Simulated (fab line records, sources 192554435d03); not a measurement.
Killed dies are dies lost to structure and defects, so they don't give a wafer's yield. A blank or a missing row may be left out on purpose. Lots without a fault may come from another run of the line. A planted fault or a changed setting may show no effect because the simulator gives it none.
Chamber matching | flow n5_finfet | N5_BEOL_M7_ETCH_72 on rie_diel-05: 4 sister chambers
The step etches underlayer in N2/H2, target depth 6.5 nm, time 5.2 s. 4 wafers are shown with their chamber, then 7 later ones without.

WAFERS WITH THEIR CHAMBER
wafer  | chamber | drypump_motor_current_A (A)
L087.2 | 3       | 5.8
L087.3 | 1       | 5.8
L089.4 | 2       | 5.9
L089.5 | 0       | 5.0

WAFERS WITHOUT THEIR CHAMBER
wafer  | drypump_motor_current_A (A)
L089.6 | 5.8
L097.1 | 5.9
L097.3 | 5.8
L097.6 | 5.0
L096.2 | 5.9
L096.3 | 5.0
L096.4 | 6.0

WHICH CHAMBER EACH WENT THROUGH
wafer  | from the rows above     | in truth
L089.6 | can't be placed: 1 or 3 | 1
L097.1 | 2                       | 2
L097.3 | can't be placed: 1 or 3 | 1
L097.6 | 0                       | 0
L096.2 | 2                       | 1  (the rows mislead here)
L096.3 | 0                       | 0
L096.4 | 2                       | 2
Placed correctly: 4 of 7. Can't be placed from these rows: 2 (the true chamber is among the candidates in 2). Placed wrongly: 1.
How it was worked out, from the rows above alone: a wafer's distance from a chamber is the root of the sum, over the readings, of the square of ((its reading less the chamber's mean) divided by the reading's scatter). The wafer belongs to the nearest chamber; if the next one is less than 2 further off, it can't be placed. A chamber's mean is the mean of its shown wafers. The scatter: with one shown wafer a chamber, the root of the mean of the squares of how far each hidden wafer lies from its nearest shown one.
